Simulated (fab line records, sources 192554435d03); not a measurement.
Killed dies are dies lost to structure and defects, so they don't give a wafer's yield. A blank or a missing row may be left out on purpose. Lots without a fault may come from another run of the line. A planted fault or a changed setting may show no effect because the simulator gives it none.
Problem report in the 8D (eight disciplines) form, filled by code | flow n5_finfet | the parts of the form that need people (team, actions taken, sign-off) are left out

1. THE PROBLEM
etch_rf_on_time_s at N5_BEOL_M11_ETCH_65 reads a mean of 73.5 s on 3 wafers of 2 lots; wafers without a fault read 64.7 s with a standard deviation of 1. That is +8.8 standard deviations from the usual mean.
The step: etches SiARC in CF4, target depth 39 nm, time 65 s.
First seen on wafer L949.6, day 16 08:33, on rie_diel-04. The record holds 27 wafers of 9 lots with a number at this step. Rule for "out", or "out of limits": more than 4 standard deviations from the usual mean. The other wafers with a number count as sound.

2. WHAT IT IS AND WHAT IT IS NOT
question                    | is                     | is not
which readings at this step | etch_rf_on_time_s      | bias_w, chamber_pressure_mTorr, drypump_motor_current_A, oes_product_au, rf_vpp_V, showerhead_plenum_p_Torr, throttle_valve_pct
which lots                  | L949, L951             | L932, L934, L935, L938, L946, L954, L955
which wafers of those lots  | L949.6, L951.4, L951.6 | L949.2, L949.5, L951.2
read on which tools         | rie_diel-04            | rie_diel-01, rie_diel-06
when                        | from day 16 08:33      | up to then (17 sound wafers); but 7 sound wafers of L951, L954, L955 came after

3. SUSPECTS, AND WHAT RULES EACH OUT
Counting: a tool at a process step up to the reading stays a suspect if it ran every lot that is out. Sound lots after the first of them don't rule it out here, since some wafers of a struck lot are sound.
- rie_diel-04 at N5_BEOL_M11_DESCUM_16 (chemistry O2, time 7.9 s): kept. It ran every lot that is out, first L949 (day 16 04:02); its last sound lot up to then is L934 (day 12 22:11).
- rie_diel-04 at N5_BEOL_M11_ETCH_65 (etches SiARC in CF4, target depth 39 nm, time 65 s): kept. It ran every lot that is out, first L949 (day 16 08:33); its last sound lot up to then is L938 (day 13 07:43). Its own readings are out on those wafers: etch_rf_on_time_s.
- Within rie_diel-04 at N5_BEOL_M11_ETCH_65: the wafers that are out ran in chamber 1; their sound lot-mates ran in chambers 0, 2, 3.
Left after counting: rie_diel-04 at N5_BEOL_M11_DESCUM_16, rie_diel-04 at N5_BEOL_M11_ETCH_65.

4. THE CAUSE (what the simulator had put in)
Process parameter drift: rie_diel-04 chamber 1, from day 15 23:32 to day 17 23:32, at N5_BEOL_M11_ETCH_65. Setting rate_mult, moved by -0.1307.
Counting left 2 suspects, and this tool is among them.

5. THE CHAIN OF EFFECTS, in route order
Each row: a reading whose mean over the struck wafers that have a number lies more than 3 standard deviations from the usual. Only readings for which the record gives a usual standard deviation are gone through. hours: the time from each lot's start at the first step in this table that gives one to its start at this step, as a median over the lots. sigmas: the change in usual standard deviations.
hours | step                | reading           | usual  | on struck wafers | change | sigmas
0     | N5_BEOL_M11_ETCH_65 | etch_rf_on_time_s | 64.7 s | 73.5             | +8.8   | +8.8
The process steps in it:
- N5_BEOL_M11_ETCH_65: etches SiARC in CF4, target depth 39 nm, time 65 s.

6. WHAT WOULD HAVE CAUGHT IT SOONER
In this record the first reading out of limits was taken at day 16 08:33, 9 hours after the fault began at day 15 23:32.
